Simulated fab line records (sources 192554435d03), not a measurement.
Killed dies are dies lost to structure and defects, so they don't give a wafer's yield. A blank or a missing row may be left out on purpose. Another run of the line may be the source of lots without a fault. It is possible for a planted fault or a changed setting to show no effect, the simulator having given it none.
fab line records + flow n5_finfet + part 2 of 2: steps 26 to 32 of 32
record
- lots=5
- wafers=15
- last_day=18
route steps=1938 shown MOL_CONTACT_COAG@552
lots that met no fault: from a run of the same line without faults
start_h: hours from the record's first day to the start of the lot's first wafer shown + wait_h: how many hours have passed since the lot's step before this one + " same as the row above + L1.1+2: a single row standing in for several wafers + - either no value or no given start + * or withheld: withheld + < > ~ a bound
route shown NAME@n: NAME is a module with steps in the file, n the number in the route of the first one + usual: mean/standard deviation of fault-free wafers + same: alike in all rows + chamber/n: place in a boat + sites: the reading at each site + _std_site: standard deviation across them + _edge_site: inner sites' mean taken away from outer sites' mean + radius_mm: how far each site lies from the wafer's centre + mask NAME#n: copy n + behind: the tool/chamber that last shaped the wafer + hold: reason for holding the lot/hours on hold/outcome of the hold + device: transistor that didn't switch, given as n, p or np + end of line: the same wafers' tests at the end of the route + for a step that has no rows: nothing shown but its recipe + killed: at the first sort, the dies lost to defects and structure; wafer yield is something else + map: a wafer's dies, x killed, . not, _ none there
set.NAME: the setting that was run; set.NAME@STEP: the one run at that earlier step + model.NAME: the simulator's own value behind a step, which no gauge read
lots at selected steps of the route; one table per step, one row per wafer
services: the hour from which a tool's chamber was out of use, counted from the record's first day as start_h (under 0 if before that day), plus the number of hours and why
## steps
# step N5_MOL_CONTACT_COAG_ALD_131
# recipe
- material=SiO2
- target_thk_a=50
- temp_c=100
- ald_precursor_family=BDEAS
- ald_co_reactant=O2-plasma
- pulse_time_s=1
- co_reactant_pulse_time_s=1
- purge_time_s=2
- co_reactant_purge_time_s=2
- ald_cycles=35
- pressure_torr=2
# usual
- heater_power_w=78/7.8
- precursor_pulse_height_rel=1.004/0.019
| lot.wafer | tool       | chamber | start_h | wait_h | heater_power_w | precursor_pulse_height_rel | since_wet_clean_h |
|-----------|------------|---------|---------|--------|----------------|----------------------------|-------------------|
| L074.2    | ald_sin-02 | 0       | 104.37  | 0.1    | 73             | 0.980                      | 5                 |
| L074.3    | "          | 3       | "       | "      | 88             | 1.012                      | 5                 |
| L074.4    | "          | 1       | "       | "      | 77             | 1.007                      | 5                 |
| L078.1    | ald_sin-03 | 0       | 126.47  | 0.1    | 92             | 1.010                      | 118               |
| L078.2    | "          | 2       | "       | "      | 89             | 1.048                      | 118               |
| L078.3    | "          | 1       | "       | "      | 72             | 1.003                      | 118               |
| L081.1    | ald_sin-03 | 2       | 136.99  | 0.1    | 88             | 1.015                      | 128               |
| L081.4    | "          | 0       | "       | "      | 93             | 1.023                      | 128               |
| L081.6    | "          | 1       | "       | "      | 72             | 1.023                      | -                 |
| L088.2    | ald_sin-03 | 0       | 185.33  | 0.3    | 90             | 1.011                      | 177               |
| L088.4    | "          | 1       | "       | "      | 71             | 1.028                      | 177               |
| L088.6    | "          | 0       | "       | "      | 92             | 0.988                      | -                 |
| L094.1    | ald_sin-03 | 0       | 224.13  | 0.1    | 92             | 0.985                      | 215               |
| L094.4    | "          | 3       | "       | "      | 65             | 1.027                      | 215               |
| L094.6    | "          | 1       | "       | "      | 70             | 1.015                      | -                 |
# step N5_MOL_CONTACT_COAG_ETCHBACK_132
# recipe
- chemistry=CHF3
- target=SiO2
- target_depth_a=100
- time_s=6.7
- ion_energy_ev=200
- pressure_mtorr=30
- source_w=610
- bias_w=170
- Ar_flow_sccm=200
- CHF3_flow_sccm=50
# usual
- chamber_pressure_mTorr=30.001/0.028
- drypump_motor_current_A=5.6/0.53
- oes_product_au=0.78/0.083
- rf_vpp_V=518/13
- showerhead_plenum_p_Torr=2.40/0.053
- throttle_valve_pct=18.69/0.29
| lot.wafer | tool        | chamber | start_h | wait_h | chamber_pressure_mTorr | drypump_motor_current_A | oes_product_au | rf_hours_counter_h | rf_vpp_V | showerhead_plenum_p_Torr | throttle_valve_pct |
|-----------|-------------|---------|---------|--------|------------------------|-------------------------|----------------|--------------------|----------|--------------------------|--------------------|
| L074.2    | rie_diel-06 | 1       | 104.55  | 0.1    | 30.062                 | 6.5                     | 0.88           | 51                 | 525      | 2.42                     | 18.18              |
| L074.3    | "           | 3       | "       | "      | 29.994                 | 4.8                     | 0.96           | 6                  | 534      | 2.34                     | 18.17              |
| L074.4    | "           | 0       | "       | "      | 29.991                 | 5.3                     | 0.75           | 151                | 504      | 2.48                     | 18.92              |
| L078.1    | rie_diel-05 | 3       | 126.79  | 0.2    | 30.000                 | 5.6                     | 0.71           | 217                | 528      | 2.44                     | 18.67              |
| L078.2    | "           | 1       | "       | "      | 30.029                 | 4.9                     | 0.71           | 165                | 514      | 2.41                     | 18.62              |
| L078.3    | "           | 0       | "       | "      | 29.953                 | 6.3                     | 0.81           | 99                 | 505      | 2.31                     | 18.65              |
| L081.1    | rie_diel-05 | 0       | 137.17  | 0.1    | 29.971                 | 6.3                     | 0.81           | 102                | 504      | 2.31                     | 18.62              |
| L081.4    | "           | 2       | "       | "      | 30.004                 | 5.9                     | 0.87           | 42                 | 495      | 2.34                     | 18.54              |
| L081.6    | "           | 1       | "       | "      | 30.054                 | 4.9                     | 0.70           | -                  | 514      | 2.40                     | 18.65              |
| L088.2    | rie_diel-05 | 3       | 185.51  | 0.1    | 29.968                 | 5.6                     | 0.70           | 237                | 530      | 2.43                     | 18.71              |
| L088.4    | "           | 0       | "       | "      | 30.030                 | 6.3                     | 0.79           | 120                | 504      | 2.31                     | 18.68              |
| L088.6    | "           | 3       | "       | "      | 29.930                 | 5.6                     | 0.70           | -                  | 531      | 2.43                     | 18.70              |
| L094.1    | rie_diel-02 | 1       | 224.35  | 0.1    | 29.988                 | 5.8                     | 0.76           | 150                | 521      | 2.38                     | 18.95              |
| L094.4    | "           | 2       | "       | "      | 30.037                 | 5.1                     | 0.70           | 211                | 517      | 2.46                     | 18.91              |
| L094.6    | "           | 1       | "       | "      | 29.976                 | 5.7                     | 0.75           | -                  | 522      | 2.38                     | 18.97              |
# step N5_MOL_CONTACT_COAG_ETCH_91
# recipe
- chemistry=N2/H2
- target=SOC
- target_depth_a=600
- overetch_a=210
- mask_material=SiARC
- temp_c=40
- time_s=101.2
- ion_energy_ev=200
- pressure_mtorr=30
- source_w=840
- bias_w=150
- n2_flow_sccm=200
- h2_flow_sccm=200
# usual
- chamber_pressure_mTorr=30.000/0.028
- drypump_motor_current_A=5.6/0.53
- oes_product_au=0.66/0.067
- rf_vpp_V=524.4/2
- showerhead_plenum_p_Torr=2.56/0.069
- throttle_valve_pct=17.8/0.34
| lot.wafer | tool        | chamber | start_h | wait_h | chamber_pressure_mTorr | drypump_motor_current_A | oes_product_au | rf_hours_counter_h | rf_vpp_V | showerhead_plenum_p_Torr | throttle_valve_pct |
|-----------|-------------|---------|---------|--------|------------------------|-------------------------|----------------|--------------------|----------|--------------------------|--------------------|
| L074.2    | rie_diel-06 | 1       | 104.59  | 0.0    | 30.029                 | 6.4                     | 0.71           | 51                 | 525.5    | 2.60                     | 17.5               |
| L074.3    | "           | 3       | "       | "      | 29.964                 | 4.8                     | 0.81           | 6                  | 523.5    | 2.50                     | 17.3               |
| L074.4    | "           | 0       | "       | "      | 29.978                 | 5.3                     | 0.64           | 151                | 528.6    | 2.64                     | 17.9               |
| L078.1    | rie_diel-05 | 3       | 126.82  | 0.0    | 30.043                 | 5.6                     | 0.60           | 217                | 526.1    | 2.61                     | 17.8               |
| L078.2    | "           | 1       | "       | "      | 30.040                 | 5.0                     | 0.62           | 165                | 522.7    | 2.54                     | 17.6               |
| L078.3    | "           | 0       | "       | "      | 29.956                 | 6.3                     | 0.67           | 99                 | 521.8    | 2.43                     | 17.5               |
| L081.1    | rie_diel-05 | 0       | 137.20  | 0.0    | 30.034                 | 6.3                     | 0.67           | 102                | 520.0    | 2.43                     | 17.4               |
| L081.4    | "           | 2       | "       | "      | 29.981                 | 5.9                     | 0.73           | 42                 | 520.8    | 2.48                     | 17.4               |
| L081.6    | "           | 1       | "       | "      | 30.047                 | 4.9                     | 0.61           | -                  | 522.7    | 2.54                     | 17.6               |
| L088.2    | rie_diel-05 | 3       | 185.55  | 0.0    | 30.008                 | 5.6                     | 0.58           | 237                | 524.7    | 2.60                     | 17.8               |
| L088.4    | "           | 0       | "       | "      | 29.971                 | 6.3                     | 0.66           | 120                | 521.7    | 2.42                     | 17.5               |
| L088.6    | "           | 3       | "       | "      | 30.003                 | 5.6                     | 0.59           | -                  | 525.9    | 2.60                     | 17.8               |
| L094.1    | rie_diel-02 | 1       | 224.38  | 0.0    | 29.983                 | 5.8                     | 0.63           | 151                | 523.4    | 2.56                     | 18.2               |
| L094.4    | "           | 2       | "       | "      | 29.969                 | 5.1                     | 0.58           | 211                | 526.9    | 2.65                     | 18.3               |
| L094.6    | "           | 1       | "       | "      | 30.007                 | 5.8                     | 0.63           | -                  | 525.6    | 2.56                     | 18.2               |
# step N5_MOL_CONTACT_COAG_STRIP_92
# recipe
- chemistry=N2/H2
- temp_c=40
- n2_flow_sccm=200
- h2_flow_sccm=200
- rf_frequency_hz=6e+07
| lot.wafer  | tool        | chamber | start_h | wait_h |
|------------|-------------|---------|---------|--------|
| L074.2+3+4 | rie_diel-06 | 1,3,0   | 104.66  | 0.0    |
| L078.1+2+3 | rie_diel-05 | 3,1,0   | 126.89  | 0.0    |
| L081.1+4+6 | rie_diel-05 | 0,2,1   | 137.27  | 0.0    |
| L088.2+4+6 | rie_diel-05 | 3,0,3   | 185.62  | 0.0    |
| L094.1+4+6 | rie_diel-02 | 1,2,1   | 224.45  | 0.0    |
# step N5_MOL_CONTACT_COAG_STRIP_93
# recipe
- chemistry=N2/H2
- temp_c=40
- n2_flow_sccm=200
- h2_flow_sccm=200
- rf_frequency_hz=6e+07
| lot.wafer  | tool        | chamber | start_h | wait_h |
|------------|-------------|---------|---------|--------|
| L074.2+3+4 | rie_diel-06 | 1,3,0   | 104.67  | 0.0    |
| L078.1+2+3 | rie_diel-05 | 3,1,0   | 126.90  | 0.0    |
| L081.1+4+6 | rie_diel-05 | 0,2,1   | 137.28  | 0.0    |
| L088.2+4+6 | rie_diel-05 | 3,0,3   | 185.63  | 0.0    |
| L094.1+4+6 | rie_diel-02 | 1,2,1   | 224.46  | 0.0    |
# step N5_MOL_CONTACT_COAG_ETCHBACK_135
# recipe
- chemistry=CHF3
- target=SiO2
- target_depth_a=250
- time_s=16.7
- ion_energy_ev=200
- pressure_mtorr=30
- source_w=610
- bias_w=170
- Ar_flow_sccm=200
- CHF3_flow_sccm=50
# usual
- chamber_pressure_mTorr=30.002/0.026
- drypump_motor_current_A=5.6/0.53
- oes_product_au=0.78/0.084
- rf_vpp_V=518/13
- showerhead_plenum_p_Torr=2.40/0.053
- throttle_valve_pct=18.70/0.29
| lot.wafer | tool        | chamber | start_h | wait_h | chamber_pressure_mTorr | drypump_motor_current_A | oes_product_au | rf_hours_counter_h | rf_vpp_V | showerhead_plenum_p_Torr | throttle_valve_pct |
|-----------|-------------|---------|---------|--------|------------------------|-------------------------|----------------|--------------------|----------|--------------------------|--------------------|
| L074.2    | rie_diel-06 | 1       | 104.68  | 0.0    | 30.024                 | 6.5                     | 0.87           | 51                 | 524      | 2.42                     | 18.20              |
| L074.3    | "           | 3       | "       | "      | 30.015                 | 4.8                     | 0.97           | 6                  | 533      | 2.34                     | 18.16              |
| L074.4    | "           | 0       | "       | "      | 29.989                 | 5.3                     | 0.76           | 152                | 507      | 2.48                     | 18.93              |
| L078.1    | rie_diel-05 | 3       | 126.91  | 0.0    | 29.997                 | 5.6                     | 0.71           | 217                | 528      | 2.44                     | 18.71              |
| L078.2    | "           | 1       | "       | "      | 29.983                 | 4.9                     | 0.71           | 165                | 514      | 2.41                     | 18.64              |
| L078.3    | "           | 0       | "       | "      | 29.992                 | 6.3                     | 0.81           | 99                 | 504      | 2.31                     | 18.64              |
| L081.1    | rie_diel-05 | 0       | 137.29  | 0.0    | 29.944                 | 6.3                     | 0.79           | 102                | 502      | 2.31                     | 18.65              |
| L081.4    | "           | 2       | "       | "      | 30.012                 | 6.0                     | 0.86           | 42                 | 496      | 2.34                     | 18.53              |
| L081.6    | "           | 1       | "       | "      | 29.995                 | 4.9                     | 0.70           | -                  | 515      | 2.40                     | 18.64              |
| L088.2    | rie_diel-05 | 3       | 185.64  | 0.0    | 29.977                 | 5.6                     | 0.69           | 237                | 529      | 2.43                     | 18.72              |
| L088.4    | "           | 0       | "       | "      | 30.002                 | 6.2                     | 0.78           | 120                | 503      | 2.31                     | 18.68              |
| L088.6    | "           | 3       | "       | "      | 29.984                 | 5.6                     | 0.70           | -                  | 530      | 2.43                     | 18.74              |
| L094.1    | rie_diel-02 | 1       | 224.47  | 0.0    | 30.009                 | 5.8                     | 0.75           | 151                | 521      | 2.38                     | 18.95              |
| L094.4    | "           | 2       | "       | "      | 30.031                 | 5.1                     | 0.71           | 211                | 516      | 2.46                     | 18.91              |
| L094.6    | "           | 1       | "       | "      | 29.990                 | 5.8                     | 0.75           | -                  | 522      | 2.38                     | 18.97              |
# step N5_MOL_CONTACT_COAG_STRIP_118
# recipe
- chemistry=CHF3
- resist=SiARC
- rf_frequency_hz=6e+07
| lot.wafer  | tool        | chamber | start_h | wait_h |
|------------|-------------|---------|---------|--------|
| L074.2+3+4 | rie_diel-06 | 1,3,0   | 104.70  | 0.0    |
| L078.1+2+3 | rie_diel-05 | 3,1,0   | 126.94  | 0.0    |
| L081.1+4+6 | rie_diel-05 | 0,2,1   | 137.31  | 0.0    |
| L088.2+4+6 | rie_diel-05 | 3,0,3   | 185.66  | 0.0    |
| L094.1+4+6 | rie_diel-02 | 1,2,1   | 224.50  | 0.0    |
## services
| tool           | chamber | start_h | hours | kind   |
|----------------|---------|---------|-------|--------|
| ald_sin-03     | 0       | 79.03   | 7.5   | repair |
| ald_sin-02     | -       | 85.49   | 14.0  | pm     |
| rie_diel-06    | 3       | 89.22   | 5.0   | repair |
| cmp-04         | -       | 89.26   | 4.1   | pm     |
| pecvd-04       | 2       | 96.11   | 9.0   | repair |
| euv_scanner-02 | -       | 98.43   | 5.8   | pm     |
| ald_sin-03     | 3       | 101.49  | 2.7   | repair |
| ald_sin-01     | -       | 112.61  | 0.8   | repair |
| rie_diel-05    | 1       | 121.32  | 1.8   | repair |
| pecvd-04       | -       | 125.96  | 1.0   | repair |
| cmp-03         | -       | 151.95  | 0.4   | repair |
| euv_scanner-02 | -       | 153.76  | 1.0   | repair |
| euv_scanner-02 | -       | 160.28  | 1.0   | pm     |
| wet_bench-04   | -       | 161.40  | 1.6   | repair |
| rie_diel-06    | 1       | 173.12  | 2.4   | repair |
| rie_diel-06    | 0       | 174.16  | 8.3   | repair |
| ald_sin-01     | -       | 177.04  | 14.0  | pm     |
| ald_sin-02     | -       | 191.13  | 14.6  | pm     |
| cmp-03         | -       | 194.07  | 0.9   | repair |
| ald_sin-02     | 0       | 210.93  | 13.8  | repair |
| rie_diel-05    | 3       | 211.18  | 8.2   | repair |
| cmp-04         | -       | 214.50  | 2.1   | repair |
| pecvd-04       | 2       | 215.90  | 3.4   | repair |
| euv_scanner-02 | -       | 216.43  | 1.0   | pm     |
